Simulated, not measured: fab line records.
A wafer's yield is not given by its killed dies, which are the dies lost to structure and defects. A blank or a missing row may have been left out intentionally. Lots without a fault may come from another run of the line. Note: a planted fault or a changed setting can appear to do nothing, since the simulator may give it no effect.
fab line records    flow nand_harc
[record] lots = 6  wafers = 18  last_day = 33
route steps=1302 shown A_WL_FILL@954 END@1302
lots untouched by any fault: they come from a run of this same line in which no faults occurred
start_h: hours from the record's first day to the start of the lot's first wafer shown    wait_h: hours from the lot's prior step to this one    " identical to the entry in the row above    L1.1+2: a row that stands for several wafers    - no value, or no start was given    * or withheld: withheld    < > ~ a bound
route shown NAME@n: names a module that has steps shown in the file, with the first one's number in the route    usual: the fault-free wafers' mean and standard deviation    same: alike in all rows    chamber/n: place in a boat    sites: per-site readings    _std_site: the values' standard deviation    _edge_site: the outer-site mean with the inner-site mean subtracted    radius_mm: for every site, how far away it sits from the centre of the wafer    mask NAME#n: copy n    behind: the most recent tool/chamber to have shaped the wafer    hold: reason for holding the lot/hours on hold/outcome of the hold    device: transistor that didn't switch, given as n, p or np    end of line: the same wafers' tests at the end of the route    where a step has no rows: the recipe by itself    killed: not the wafer's yield, but the dies lost to structure and defects at the first sort    map: dies across one wafer; x = killed, . = not, _ = none there
set.NAME: the setting that was run; set.NAME@STEP: the one run at that earlier step    model.NAME: the simulator's own value behind a step, which no gauge read
a table for each step, a row for each wafer; lots at some steps of the route
services: a tool's chamber out of use, with start hour (start_h, from the record's first day; less than 0 if before it), hours out, and reason
[[steps]]
[step NHARC_A_WL_FILL_ALD_02]
[recipe] target_thk_a = 20  pulse_time_s = 3  ald_cycles = 100  temp_c = 450  material = TiN
[usual] heater_power_w = 1127/130  precursor_pulse_height_rel = 0.999/0.018
lot.wafer  tool          chamber  start_h  wait_h  heater_power_w  precursor_pulse_height_rel
L936.3     ald_metal-03  2        499.11   0.2     1152            0.996
L936.2     "             3        "        "       1043            1.017
L936.6     "             1        "        "       1052            1.011
L937.2     ald_metal-02  1        509.97   0.2     910             1.017
L937.1     "             3        "        "       1208            0.986
L937.5     "             0        "        "       1068            0.994
L938.2     ald_metal-01  3        512.08   0.2     1305            0.990
L938.3     "             0        "        "       1222            1.006
L938.4     "             1        "        "       1077            0.997
L946.4     ald_metal-03  1        605.50   0.1     1040            1.020
L946.3     "             3        "        "       1113            0.999
L946.1     "             0        "        "       940             1.008
L951.2     ald_metal-01  0        641.15   0.2     1268            1.027
L951.1     "             1        "        "       1080            1.013
L951.3     "             2        "        "       1227            0.997
L955.1     ald_metal-01  1        695.80   0.2     1073            0.996
L955.2     "             0        "        "       1232            0.970
L955.6     "             2        "        "       1206            0.973
[step NHARC_A_WL_FILL_CVD_03]
[recipe] target_thk_a = 400  temp_c = 300  pressure_torr = 40  wf6_flow_sccm = 40  h2_flow_sccm = 1600  ar_flow_sccm = 1560  time_s = 279  material = W
[usual] heater_power_w = 454/30  mfc_ar_sccm = 1561/4.5  throttle_valve_pct = 7.88/0.17
lot.wafer  tool      chamber  start_h  wait_h  heater_power_w  mfc_ar_sccm  throttle_valve_pct
L936.2     cvd_w-01  1        499.59   0.1     459             1555         7.92
L936.3     "         1        "        "       460             1552         8.03
L936.6     "         0        "        "       490             1559         7.99
L937.1     cvd_w-01  1        510.37   0.1     455             1563         7.89
L937.2     "         0        "        "       497             1563         7.71
L937.5     "         1        "        "       453             1554         7.68
L938.2     cvd_w-02  0        512.53   0.1     426             1557         8.19
L938.3     "         1        "        "       466             1555         7.60
L938.4     "         0        "        "       428             1555         7.76
L946.1     cvd_w-02  0        605.93   0.1     425             1561         7.81
L946.3     "         0        "        "       431             1554         8.13
L946.4     "         1        "        "       448             1558         7.83
L951.1     cvd_w-01  1        641.85   0.3     427             1565         7.53
L951.2     "         0        "        "       496             1563         7.97
L951.3     "         1        "        "       426             1558         7.88
L955.1     cvd_w-02  1        696.24   0.1     490             1560         7.74
L955.2     "         0        "        "       425             1560         8.05
L955.6     "         0        "        "       424             1557         7.51
[step NHARC_A_WL_FILL_ETCHBACK_04]
[recipe] target_depth_a = 600  time_s = 120  chemistry = NF3
[step NHARC_A_WL_FILL_ETCHBACK_05]
[recipe] target_depth_a = 220  time_s = 60  temp_c = 40  chemistry = Cl2/BCl3
[usual] drypump_motor_current_A = 5.5/0.48  oes_product_au = 1.005/0.0083
lot.wafer  tool          chamber  start_h  wait_h  drypump_motor_current_A  oes_product_au  rf_hours_counter_h
L936.2     rie_metal-01  0        500.22   0.2     6.0                      1.000           1.8
L936.3     "             0        "        "       6.0                      1.012           -
L936.6     "             1        "        "       5.2                      1.005           -
L937.2     rie_metal-02  0        510.97   0.2     5.0                      1.017           0.9
L937.1     "             1        "        "       5.2                      0.997           0.9
L937.5     "             0        "        "       5.0                      1.015           -
L938.2     rie_metal-03  0        513.09   0.2     5.2                      1.002           3.0
L938.3     "             0        "        "       5.2                      1.005           -
L938.4     "             1        "        "       6.3                      1.004           -
L946.1     rie_metal-02  0        606.56   0.2     5.1                      1.014           2.7
L946.4     "             1        "        "       5.2                      0.994           -
L946.3     "             0        "        "       5.0                      1.023           -
L951.1     rie_metal-03  0        642.46   0.2     5.2                      1.022           2.4
L951.2     "             1        "        "       6.3                      1.006           2.4
L951.3     "             1        "        "       6.3                      1.008           -
L955.2     rie_metal-01  0        696.85   0.2     6.1                      1.001           2.1
L955.1     "             1        "        "       5.2                      1.006           2.1
L955.6     "             0        "        "       6.1                      1.004           -
[step NHARC_A_WL_FILL_STRIP_27]
[recipe] power_w = 1500  temp_c = 250  time_s = 20  chemistry = N2/H2
[usual] drypump_motor_current_A = 5.7/0.45  heater_power_w = 318/25
lot.wafer  tool             chamber  start_h  wait_h  drypump_motor_current_A  heater_power_w  rf_hours_counter_h
L936.2     plasma_asher-02  0        500.37   0.1     6.1                      324             13
L936.3     "                0        "        "       6.1                      324             -
L936.6     "                0        "        "       6.2                      329             -
L937.1     plasma_asher-01  1        511.11   0.1     5.1                      294             34
L937.2     "                0        "        "       5.6                      315             34
L937.5     "                0        "        "       5.6                      326             -
L938.2     plasma_asher-02  0        513.23   0.1     6.1                      317             16
L938.3     "                0        "        "       6.1                      325             -
L938.4     "                1        "        "       6.2                      349             -
L946.1     plasma_asher-01  0        606.68   0.1     5.6                      299             15
L946.4     "                0        "        "       5.6                      302             -
L946.3     "                1        "        "       5.1                      293             -
L951.2     plasma_asher-02  0        642.59   0.1     6.1                      319             7
L951.1     "                1        "        "       6.2                      369             7
L951.3     "                0        "        "       6.1                      317             -
L955.1     plasma_asher-02  0        696.99   0.1     6.1                      315             17
L955.2     "                1        "        "       6.2                      362             17
L955.6     "                0        "        "       6.1                      321             -
[step NHARC_A_WL_FILL_STRIP_28]
[recipe] time_s = 1200  temp_c = 72.5  chemistry = post_etch_residue_remover
[step NHARC_A_WL_FILL_PRECLEAN_06]
[recipe] time_s = 300  chemistry = DIW
[step NHARC_A_WL_FILL_SRD_07]
[step NHARC_A_WL_FILL_ANNEAL_08]
[recipe] temp_c = 450  time_s = 1800
[step NHARC_A_WL_FILL_ALD_10]
[recipe] target_thk_a = 500  pulse_time_s = 10  ald_cycles = 500  temp_c = 300  material = SiO2
[usual] heater_power_w = 472/38  precursor_pulse_height_rel = 0.999/0.022
lot.wafer  tool       chamber  start_h  wait_h  heater_power_w  precursor_pulse_height_rel
L936.2     ald_hk-02  3        507.57   1.1     473             0.964
L936.3     "          0        "        "       470             1.013
L936.6     "          1        "        "       439             0.963
L938.2     ald_hk-01  3        516.51   0.1     463             1.041
L938.4     "          0        "        "       448             1.008
L938.3     "          1        "        "       559             0.997
L937.1     ald_hk-04  2        517.03   0.6     433             1.023
L937.2     "          3        "        "       494             1.006
L937.5     "          1        518.56   2.1     455             1.015
L946.1     ald_hk-01  3        613.03   0.1     460             0.975
L946.3     "          1        615.08   2.1     577             1.030
L946.4     "          2        616.11   3.1     488             1.006
L951.2     ald_hk-01  1        647.68   0.5     576             0.980
L951.1     "          2        648.73   1.6     480             0.996
L951.3     "          0        650.84   3.7     446             1.004
L955.1     ald_hk-02  2        702.08   0.1     443             0.972
L955.2     "          1        703.62   1.6     452             1.056
L955.6     "          3        704.65   2.6     478             0.978
[step NHARC_A_WL_FILL_ETCHBACK_16]
[recipe] target_depth_a = 1200  time_s = 24  c4f8_flow_sccm = withheld  o2_flow_sccm = 8  ar_flow_sccm = withheld  rf_w = 600  bias_w = 800  chemistry = C4F8/O2/Ar
[usual] oes_product_au = 0.97/0.033  rf_fwd_power_W = 590/3.8  rf_vpp_V = 725/4.2
lot.wafer  tool         chamber  start_h  wait_h  oes_product_au  rf_fwd_power_W  rf_hours_counter_h  rf_vpp_V
L936.3     rie_diel-05  3        511.19   -       0.74            343             2.5                 725
L936.2     "            1        "        "       0.75            347             2.1                 727
L936.6     "            0        "        "       0.74            345             -                   730
L937.1     rie_diel-10  3        521.15   -       1.00            588             2.9                 730
L937.2     "            0        "        "       1.01            590             2.8                 727
L937.5     "            0        "        "       1.00            589             -                   728
L938.2     rie_diel-05  2        521.19   -       0.74            355             2.7                 720
L938.4     "            0        "        "       0.74            345             2.6                 729
L938.3     "            1        "        "       0.75            343             2.3                 727
L946.3     rie_diel-10  0        620.73   -       1.03            593             0.5                 727
L946.1     "            1        "        "       1.00            589             0.6                 728
L946.4     "            3        "        "       0.99            588             0.4                 730
L951.1     rie_diel-05  0        655.56   -       1.00            589             1.9                 730
L951.3     "            1        "        "       1.00            587             1.8                 727
L951.2     "            3        "        "       1.00            583             2.0                 723
L955.1     rie_diel-01  3        706.72   -       0.99            587             6.1                 715
L955.2     "            0        "        "       1.00            592             6.4                 729
L955.6     "            1        "        "       1.00            595             -                   722
[step NHARC_A_WL_FILL_STRIP_29]
[recipe] time_s = 20  o2_flow_sccm = 500  ar_flow_sccm = 0  bias_w = 0  chemistry = O2
[step NHARC_END_SORT_01]
[recipe] temp_c = 25
[usual] killed_at_array = 58/20  killed_at_other = 1.0/1.2  killed_at_periphery = 4.1/3  killed_dies = 63/20  killed_open = 3.2/1.7  killed_short = 2.5/1.5
[same] gross_dies = 677
lot.wafer  tool       chamber  start_h  wait_h  killed_at_array  killed_at_other  killed_at_periphery  killed_dies  killed_open  killed_short
L938.2     prober-02  0        605.81   2.8     30               0                3                    33           3            2
L938.3     prober-02  0        606.61   3.1     27               0                6                    33           7            2
L938.4     prober-02  0        607.40   3.4     22               0                6                    28           3            4
L951.1     prober-01  0        741.65   2.5     63               0                3                    66           6            5
L951.2     prober-01  0        742.45   2.8     62               0                3                    65           1            2
L951.3     prober-01  0        743.24   3.1     58               1                3                    62           2            1
// killed by level:class
L938.2 A_CHANNEL_HOLE_D2:chamber_film_flake=12 A_CHANNEL_HOLE_D1:chamber_film_flake=7 A_CONTACT:chamber_film_flake=5 P_BONDPAD:chamber_film_flake=2 P_CONTACT:geometric_particle:short=1 A_ONON_D1:geometric_particle:open=1 A_CHANNEL_FILL_D2:geometric_particle:open=1 A_WL_FILL:geometric_particle:open=1
L938.3 A_CHANNEL_HOLE_D2:chamber_film_flake=11 A_CONTACT:chamber_film_flake=9 P_CONTACT:geometric_particle:open=2 P_M2:chamber_film_flake=2 P_GATE:geometric_particle:open=1 A_CHANNEL_FILL_D1:geometric_particle:open=1 A_DECK1_JOINT:geometric_particle:short=1 A_CHANNEL_FILL_D2:geometric_particle:short=1
L938.4 A_CHANNEL_HOLE_D2:chamber_film_flake=6 A_CONTACT:chamber_film_flake=4 P_M2:chamber_film_flake=2 A_CHANNEL_HOLE_D1:chamber_film_flake=2 A_STAIRCASE:chamber_film_flake=2 A_SLIT:chamber_film_flake=2 P_CONTACT:geometric_particle:open=1 P_M1:geometric_particle:open=1
L951.1 A_CHANNEL_HOLE_D1:chamber_film_flake=26 A_CHANNEL_HOLE_D2:chamber_film_flake=20 A_SLIT:chamber_film_flake=4 A_ONON_D2:geometric_particle:short=3 A_CONTACT:chamber_film_flake=3 P_CONTACT:geometric_particle:open=2 A_ONON_D1:geometric_particle:open=2 P_BONDPAD:geometric_particle:open=1
L951.2 A_CHANNEL_HOLE_D2:chamber_film_flake=28 A_CHANNEL_HOLE_D1:chamber_film_flake=23 A_CONTACT:chamber_film_flake=4 A_SLIT:chamber_film_flake=3 A_WL_FILL:geometric_particle:short=2 P_GATE:chamber_film_flake=2 A_WL_FILL:geometric_particle:open=1 P_M1:chamber_film_flake=1
L951.3 A_CHANNEL_HOLE_D2:chamber_film_flake=28 A_CHANNEL_HOLE_D1:chamber_film_flake=22 A_CONTACT:chamber_film_flake=4 P_M0:geometric_particle:open=1 A_ONON_D1:geometric_particle:short=1 A_WL_FILL:geometric_particle:open=1 P_GATE:chamber_film_flake=1 P_M0:chamber_film_flake=1
[[services]]
tool             chamber  start_h  hours  kind
rie_diel-05      1        483.66   10.3   repair
ald_metal-01     2        490.21   5.0    repair
rie_metal-01     -        503.86   0.7    repair
rie_metal-03     -        519.00   9.0    pm
plasma_asher-01  -        519.15   9.0    pm
ald_metal-01     -        526.00   10.0   pm
ald_hk-02        -        528.48   10.0   pm
ald_metal-03     2        536.05   3.5    repair
cvd_w-01         -        548.10   13.0   pm
ald_metal-03     -        568.00   10.0   pm
rie_metal-01     -        575.03   9.0    pm
rie_metal-02     1        575.61   21.2   repair
rie_diel-05      -        583.60   9.0    pm
rie_diel-10      -        586.59   0.7    repair
rie_diel-10      1        594.11   4.1    repair
rie_diel-10      -        596.50   9.0    pm
ald_metal-01     2        598.58   23.8   repair
rie_diel-05      2        601.82   1.2    repair
plasma_asher-02  -        603.00   9.0    pm
rie_diel-05      -        625.63   0.2    repair
cvd_w-01         -        630.11   0.7    repair
cvd_w-02         -        631.48   13.0   pm
rie_diel-05      2        637.52   4.1    repair
ald_metal-01     -        704.00   10.0   pm
[[key]]
[first_sign] step = NHARC_A_WL_FILL_ETCHBACK_16  reading = rf_fwd_power_W  direction = down  sigmas = 64  usual = *  struck = *
[effect] step = NHARC_A_WL_FILL_ETCHBACK_16  reading = oes_product_au  direction = down  sigmas = 6.9  usual = 0.97  struck = 0.75
met_at NHARC_A_WL_FILL_ETCHBACK_16
struck_wafers L936.2,L936.3,L936.6,L938.2,L938.3,L938.4
tester_left_out L936,L938
[fault] kind = process_parameter_drift  tool = rie_diel-05  chamber = -  onset_h = 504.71  steps = NHARC_A_WL_FILL_ETCHBACK_16  channel = rf_w  offset = *  shape = step  end_h = 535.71  acts_in = *  stated = *
// tester_left_out: of these lots the tester's yield and bins aren't shown, on N5 and GAA mostly nor the transistor test; their killed dies are dies lost to structure and defects alone, not to doping, threshold or leakage, so they don't give the yield
